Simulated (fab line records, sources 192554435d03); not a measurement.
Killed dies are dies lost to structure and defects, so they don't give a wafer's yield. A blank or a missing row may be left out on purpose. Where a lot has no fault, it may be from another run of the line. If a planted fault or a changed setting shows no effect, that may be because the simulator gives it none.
The tool behind it: which one? | flow n5_finfet | 72 wafers from 24 lots sampled at 4 of the route's 1938 steps

WHAT EACH GAUGE READ, for each wafer
N5_FIN_CUT_OVL_MEAS_09. Usual: FIN_CUT_OVL gives 0.5 nm (standard deviation 0.61).
lot  | measured    | on         | FIN_CUT_OVL (nm) | flag
L074 | day 2 04:31 | overlay-02 | 0.1 0.2 0.3      |
L075 | day 2 10:53 | overlay-02 | -0.5 -0.2 0.2    |
L076 | day 2 15:52 | overlay-02 | 0.2 0.1 1.1      |
L077 | day 2 20:10 | overlay-01 | 0.5 0.1 1.2      |
L078 | day 3 02:49 | overlay-01 | 1.2 1.1 0.8      |
L079 | day 3 08:49 | overlay-02 | 0.4 0.0 0.5      |
L080 | day 3 15:00 | overlay-02 | 0.9 0.0 0.3      |
L081 | day 3 21:21 | overlay-01 | 0.8 0.4 -0.4     |
L082 | day 4 04:05 | overlay-01 | 1.2 0.8 1.5      |
L083 | day 4 10:42 | overlay-01 | -0.1 -0.7 0.2    |
L084 | day 4 17:58 | overlay-01 | 1.1 -0.2 0.2     |
L085 | day 4 21:56 | overlay-02 | -0.1 0.9 -0.2    |
L086 | day 5 04:25 | overlay-01 | 1.3 0.7 1.3      |
L087 | day 5 09:56 | overlay-01 | 0.6 0.6 -0.3     |
L088 | day 5 15:10 | overlay-01 | 0.1 0.4 0.7      |
L089 | day 5 21:38 | overlay-01 | -0.1 -0.7 -0.4   |
L090 | day 6 03:07 | overlay-02 | 1.1 2.0 1.6      |
L091 | day 6 08:58 | overlay-02 | 0.4 0.8 -0.8     |
L092 | day 6 16:18 | overlay-02 | 0.0 1.1 0.4      |
L093 | day 6 21:31 | overlay-01 | 0.7 0.5 0.1      |
L094 | day 7 08:44 | overlay-01 | 0.8 0.0 0.8      |
L095 | day 7 09:01 | overlay-01 | 0.5 0.3 0.9      |
L096 | day 7 15:08 | overlay-01 | 0.5 0.8 0.0      |
L097 | day 7 19:57 | overlay-02 | 0.1 0.4 -0.3     |

TOOL THAT RAN EACH LOT (tool first, then ch and the chambers of the sampled wafers, then the start)
lot  | N5_FIN_SAQP_MANDREL_ETCH_58     | N5_FIN_SAQP_ETCH_69               | N5_FIN_SAQP_RECESS_71
L074 | rie_si-04 ch 0,2,3, day 2 01:53 | rie_diel-01 ch 1, day 2 02:34     | vapor_etch-02 ch 0,1, day 2 02:48
L075 | rie_si-05 ch 0,2,3, day 2 07:00 | rie_diel-02 ch 0,1,3, day 2 07:32 | vapor_etch-01 ch 0,1, day 2 07:41
L076 | rie_si-01 ch 0,1,2, day 2 13:13 | rie_diel-06 ch 0,2,3, day 2 13:44 | vapor_etch-01 ch 0,1, day 2 13:54
L077 | rie_si-05 ch 0,1,3, day 2 17:42 | rie_diel-02 ch 0,1,2, day 2 18:13 | vapor_etch-02 ch 0,1, day 2 18:23
L078 | rie_si-04 ch 1,2,3, day 3 00:26 | rie_diel-01 ch 0,1,3, day 3 00:57 | vapor_etch-01 ch 0,1, day 3 01:07
L079 | rie_si-01 ch 0,2,3, day 3 06:29 | rie_diel-02 ch 1,2,3, day 3 07:00 | vapor_etch-01 ch 0,1, day 3 07:10
L080 | rie_si-01 ch 0,1, day 3 12:36   | rie_diel-01 ch 0,1,2, day 3 13:08 | vapor_etch-02 ch 0,1, day 3 13:17
L081 | rie_si-05 ch 1,2, day 3 19:00   | rie_diel-06 ch 0,3, day 3 19:32   | vapor_etch-02 ch 0,1, day 3 19:41
L082 | rie_si-05 ch 0,1,2, day 4 01:40 | rie_diel-06 ch 2,3, day 4 02:13   | vapor_etch-02 ch 1, day 4 02:22
L083 | rie_si-01 ch 0,1, day 4 07:03   | rie_diel-01 ch 1,2,3, day 4 07:40 | vapor_etch-02 ch 0,1, day 4 07:49
L084 | rie_si-01 ch 0,1,3, day 4 14:49 | rie_diel-06 ch 0,1,3, day 4 15:23 | vapor_etch-02 ch 0,1, day 4 15:33
L085 | rie_si-05 ch 0,2,3, day 4 19:29 | rie_diel-01 ch 1,2,3, day 4 20:01 | vapor_etch-02 ch 0,1, day 4 20:11
L086 | rie_si-05 ch 0,3, day 5 01:52   | rie_diel-02 ch 1,2,3, day 5 02:24 | vapor_etch-01 ch 0,1, day 5 02:36
L087 | rie_si-05 ch 1,2, day 5 06:38   | rie_diel-06 ch 1,3, day 5 08:02   | vapor_etch-01 ch 0,1, day 5 08:12
L088 | rie_si-05 ch 0,2,3, day 5 12:23 | rie_diel-06 ch 0,1, day 5 13:14   | vapor_etch-02 ch 0,1, day 5 13:26
L089 | rie_si-01 ch 0,1,2, day 5 19:22 | rie_diel-01 ch 1,2,3, day 5 19:54 | vapor_etch-02 ch 0,1, day 5 20:04
L090 | rie_si-05 ch 2,3, day 6 00:17   | rie_diel-01 ch 0,1,3, day 6 00:50 | vapor_etch-02 ch 0,1, day 6 01:00
L091 | rie_si-05 ch 0,1,3, day 6 06:32 | rie_diel-06 ch 2,3, day 6 07:05   | vapor_etch-02 ch 0,1, day 6 07:15
L092 | rie_si-04 ch 0,1, day 6 13:52   | rie_diel-02 ch 0,3, day 6 14:23   | vapor_etch-02 ch 0,1, day 6 14:32
L093 | rie_si-01 ch 0,2,3, day 6 18:40 | rie_diel-02 ch 0,1,2, day 6 19:13 | vapor_etch-01 ch 0,1, day 6 19:23
L094 | rie_si-05 ch 0,1,2, day 7 00:44 | rie_diel-02 ch 0,1,2, day 7 01:16 | vapor_etch-02 ch 0,1, day 7 01:26
L095 | rie_si-05 ch 0,2,3, day 7 06:31 | rie_diel-06 ch 0,2,3, day 7 07:03 | vapor_etch-02 ch 0,1, day 7 07:13
L096 | rie_si-05 ch 0,2,3, day 7 12:44 | rie_diel-02 ch 0,2, day 7 13:16   | vapor_etch-01 ch 0,1, day 7 13:25
L097 | rie_si-04 ch 1,2,3, day 7 17:34 | rie_diel-06 ch 1,3, day 7 18:06   | vapor_etch-02 ch 1, day 7 18:16
- N5_FIN_SAQP_MANDREL_ETCH_58: etches a-Si in HBr/Cl2, stops on SiNx, target depth 45 nm, bt time 10 s, time 27 s.
- N5_FIN_SAQP_ETCH_69: etches SOC in N2/H2, stops on SiNx, target depth 150 nm.
- N5_FIN_SAQP_RECESS_71: chemistry HF/NH3, target SiO2, target depth 3 nm, afs cycles 1, sublimation time 60 s.

AS READ BY THE TOOLS THEMSELVES (means over the sampled wafers that have a number; for cases with no such wafer, the mark the record gives instead)
N5_FIN_SAQP_MANDREL_ETCH_58. Usual: drypump_motor_current_A 5.5 A, standard deviation 0.33; oes_product_au 0.693 a.u., standard deviation 0.014; throttle_valve_pct 35.6 %, standard deviation 0.36.
lot  | tool      | drypump_motor_current_A (A) | oes_product_au (a.u.) | throttle_valve_pct (%) | flag
L074 | rie_si-04 | 5.6                         | 0.712                 | 35.5                   |
L075 | rie_si-05 | 5.6                         | 0.681                 | 35.8                   |
L076 | rie_si-01 | 5.5                         | 0.700                 | 35.6                   |
L077 | rie_si-05 | 5.3                         | 0.691                 | 35.7                   |
L078 | rie_si-04 | 5.5                         | 0.712                 | 35.5                   |
L079 | rie_si-01 | 5.4                         | 0.706                 | 35.7                   |
L080 | rie_si-01 | 5.7                         | 0.688                 | 35.3                   |
L081 | rie_si-05 | 5.4                         | 0.676                 | 35.4                   |
L082 | rie_si-05 | 5.4                         | 0.690                 | 35.6                   |
L083 | rie_si-01 | 5.7                         | 0.692                 | 35.3                   |
L084 | rie_si-01 | 5.6                         | 0.684                 | 35.4                   |
L085 | rie_si-05 | 5.6                         | 0.680                 | 35.8                   |
L086 | rie_si-05 | 5.5                         | 0.690                 | 35.9                   |
L087 | rie_si-05 | 5.4                         | 0.682                 | 35.4                   |
L088 | rie_si-05 | 5.6                         | 0.689                 | 35.8                   |
L089 | rie_si-01 | 5.5                         | 0.696                 | 35.6                   |
L090 | rie_si-05 | 5.6                         | 0.684                 | 35.5                   |
L091 | rie_si-05 | 5.3                         | 0.692                 | 35.7                   |
L092 | rie_si-04 | 5.5                         | 0.711                 | 35.3                   |
L093 | rie_si-01 | 5.4                         | 0.704                 | 35.7                   |
L094 | rie_si-05 | 5.4                         | 0.688                 | 35.6                   |
L095 | rie_si-05 | 5.6                         | 0.675                 | 35.8                   |
L096 | rie_si-05 | 5.6                         | 0.693                 | 35.8                   |
L097 | rie_si-04 | 5.5                         | 0.710                 | 35.5                   |

N5_FIN_SAQP_ETCH_69. Usual: drypump_motor_current_A 5.7 A, standard deviation 0.47; oes_product_au 0.79 a.u., standard deviation 0.092; rf_vpp_V 240.8 V, standard deviation 1.4; showerhead_plenum_p_Torr 2.55 Torr, standard deviation 0.095; throttle_valve_pct 17.87 %, standard deviation 0.28.
lot  | tool        | drypump_motor_current_A (A) | oes_product_au (a.u.) | rf_vpp_V (V) | showerhead_plenum_p_Torr (Torr) | throttle_valve_pct (%) | flag
L074 | rie_diel-01 | 5.0                         | 0.78                  | 239.5        | 2.47                            | 18.30                  |
L075 | rie_diel-02 | 6.0                         | 0.72                  | 239.8        | 2.46                            | 17.83                  |
L076 | rie_diel-06 | 5.6                         | 0.85                  | 241.8        | 2.62                            | 17.87                  |
L077 | rie_diel-02 | 5.9                         | 0.72                  | 239.7        | 2.50                            | 17.90                  |
L078 | rie_diel-01 | 5.0                         | 0.73                  | 239.9        | 2.50                            | 17.96                  |
L079 | rie_diel-02 | 6.1                         | 0.73                  | 240.5        | 2.53                            | 17.86                  |
L080 | rie_diel-01 | 5.3                         | 0.73                  | 240.9        | 2.54                            | 18.00                  |
L081 | rie_diel-06 | 5.6                         | 0.87                  | 240.4        | 2.56                            | 17.72                  |
L082 | rie_diel-06 | 5.5                         | 0.77                  | 242.0        | 2.59                            | 18.15                  |
L083 | rie_diel-01 | 5.5                         | 0.81                  | 240.6        | 2.51                            | 17.95                  |
L084 | rie_diel-06 | 5.9                         | 0.80                  | 240.8        | 2.56                            | 17.73                  |
L085 | rie_diel-01 | 5.5                         | 0.79                  | 240.5        | 2.51                            | 17.97                  |
L086 | rie_diel-02 | 6.1                         | 0.72                  | 239.8        | 2.53                            | 17.87                  |
L087 | rie_diel-06 | 5.8                         | 0.77                  | 240.1        | 2.48                            | 17.85                  |
L088 | rie_diel-06 | 6.1                         | 0.74                  | 241.6        | 2.56                            | 17.73                  |
L089 | rie_diel-01 | 5.5                         | 0.78                  | 239.9        | 2.51                            | 17.97                  |
L090 | rie_diel-01 | 5.0                         | 0.80                  | 240.0        | 2.49                            | 17.89                  |
L091 | rie_diel-06 | 5.6                         | 0.75                  | 241.7        | 2.58                            | 18.19                  |
L092 | rie_diel-02 | 5.7                         | 0.84                  | 242.3        | 2.63                            | 17.84                  |
L093 | rie_diel-02 | 5.9                         | 0.88                  | 241.6        | 2.59                            | 17.69                  |
L094 | rie_diel-02 | 5.9                         | 0.87                  | 241.5        | 2.59                            | 17.70                  |
L095 | rie_diel-06 | 5.6                         | 0.79                  | 241.5        | 2.60                            | 17.93                  |
L096 | rie_diel-02 | 5.6                         | 0.90                  | 241.5        | 2.68                            | 17.76                  |
L097 | rie_diel-06 | 6.1                         | 0.89                  | 239.2        | 2.48                            | 17.57                  |

N5_FIN_SAQP_RECESS_71. Usual: drypump_motor_current_A reads 6.15 A (standard deviation 0.23).
lot  | tool          | drypump_motor_current_A (A) | flag
L074 | vapor_etch-02 | 6.07                        |
L075 | vapor_etch-01 | 6.12                        |
L076 | vapor_etch-01 | 6.14                        |
L077 | vapor_etch-02 | 6.25                        |
L078 | vapor_etch-01 | 6.10                        |
L079 | vapor_etch-01 | 6.09                        |
L080 | vapor_etch-02 | 6.06                        |
L081 | vapor_etch-02 | 6.26                        |
L082 | vapor_etch-02 | 6.45                        |
L083 | vapor_etch-02 | 6.26                        |
L084 | vapor_etch-02 | 6.05                        |
L085 | vapor_etch-02 | 6.08                        |
L086 | vapor_etch-01 | 6.07                        |
L087 | vapor_etch-01 | 6.13                        |
L088 | vapor_etch-02 | 6.06                        |
L089 | vapor_etch-02 | 6.26                        |
L090 | vapor_etch-02 | 6.26                        |
L091 | vapor_etch-02 | 6.27                        |
L092 | vapor_etch-02 | 6.07                        |
L093 | vapor_etch-01 | 6.08                        |
L094 | vapor_etch-02 | 6.07                        |
L095 | vapor_etch-02 | 6.07                        |
L096 | vapor_etch-01 | 6.12                        |
L097 | vapor_etch-02 | 6.42                        |

THE ANSWER, worked out from the rows above alone
Rule: a lot is off if the mean of its wafers that have a number lies more than 3 standard deviations from the usual mean. A lot without any number at a reading at which 4 lots or more have one is off too. The other lots that the step has rows for count as sound. First the gauges in route order, then the tools' own readings, where a lot's mean is used as printed above. At the first step where some lot is off, the reading lying furthest off is the one used; lots without a number count as furthest.
No lot is off at any reading shown: from this, nothing can be told.

WHAT THE SIMULATOR PUT IN
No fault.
